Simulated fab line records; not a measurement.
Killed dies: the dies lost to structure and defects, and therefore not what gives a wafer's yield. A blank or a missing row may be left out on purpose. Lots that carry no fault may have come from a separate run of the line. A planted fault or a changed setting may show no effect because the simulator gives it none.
A single fault, viewed from 2 desks || flow n5-finfet || what lay behind the numbers comes last; until then each desk has only its own

== FROM THE METROLOGY DESK ==
Means of the sampled wafers that have a number, per lot and without regard to the tool the lot ran on: this is what the gauges read. The brackets show how far a lot's mean lies from the usual mean; more than 4 standard deviations puts the lot out of limits, marked OUT.
Columns: A = M7_ILD_THK at N5_BEOL_M7_THK_MEAS_01, usual 154.0 nm
{"lot": "L512", "first seen here": "day 12 13:55", "A": 151.5}
{"lot": "L519", "first seen here": "day 14 18:15", "A": 150.2}
{"lot": "L521", "first seen here": "day 14 20:40", "A": 150.2}
{"lot": "L522", "first seen here": "day 15 09:52", "A": 147.4}
{"lot": "L527", "first seen here": "day 17 17:57", "A": 154.3}
This desk found nothing out of limits on any of the 5 lots.

== THE TOOL OWNER'S DESK: pecvd-03 ==
The tool's own readings at N5_BEOL_M7_ILD_DEP_00 (deposits SiCOH lowk from DEMS/porogen, target thk 179.75 nm, time 33.4 s): means of the sampled wafers that have a number, for each lot that ran on this tool. The brackets show how far a lot's mean lies from the usual mean; more than 4 standard deviations puts the lot out of limits, marked OUT.
Columns: A = heater-power-w at N5_BEOL_M7_ILD_DEP_00, usual 300 W; B = showerhead-plenum-p-Torr at N5_BEOL_M7_ILD_DEP_00, usual 5.733 Torr; C = throttle-valve-pct at N5_BEOL_M7_ILD_DEP_00, usual 13.6 %
{"lot": "L512", "first seen here": "day 12 13:20", "A": 312, "B": 5.742, "C": 13.0}
{"lot": "L519", "first seen here": "day 14 17:40", "A": 299, "B": 5.723, "C": 14.0}
{"lot": "L521", "first seen here": "day 14 20:05", "A": 328, "B": 5.731, "C": 12.9}
{"lot": "L522", "first seen here": "day 15 09:05", "A": 338, "B": 5.739, "C": 13.1}
This desk found nothing out of limits on any of the 4 lots.

== ALL TOGETHER ==
Metrology desk: nothing out of limits seen.
The tool owner's desk saw nothing out of limits.

== WHAT WAS PUT IN BY THE SIMULATOR ==
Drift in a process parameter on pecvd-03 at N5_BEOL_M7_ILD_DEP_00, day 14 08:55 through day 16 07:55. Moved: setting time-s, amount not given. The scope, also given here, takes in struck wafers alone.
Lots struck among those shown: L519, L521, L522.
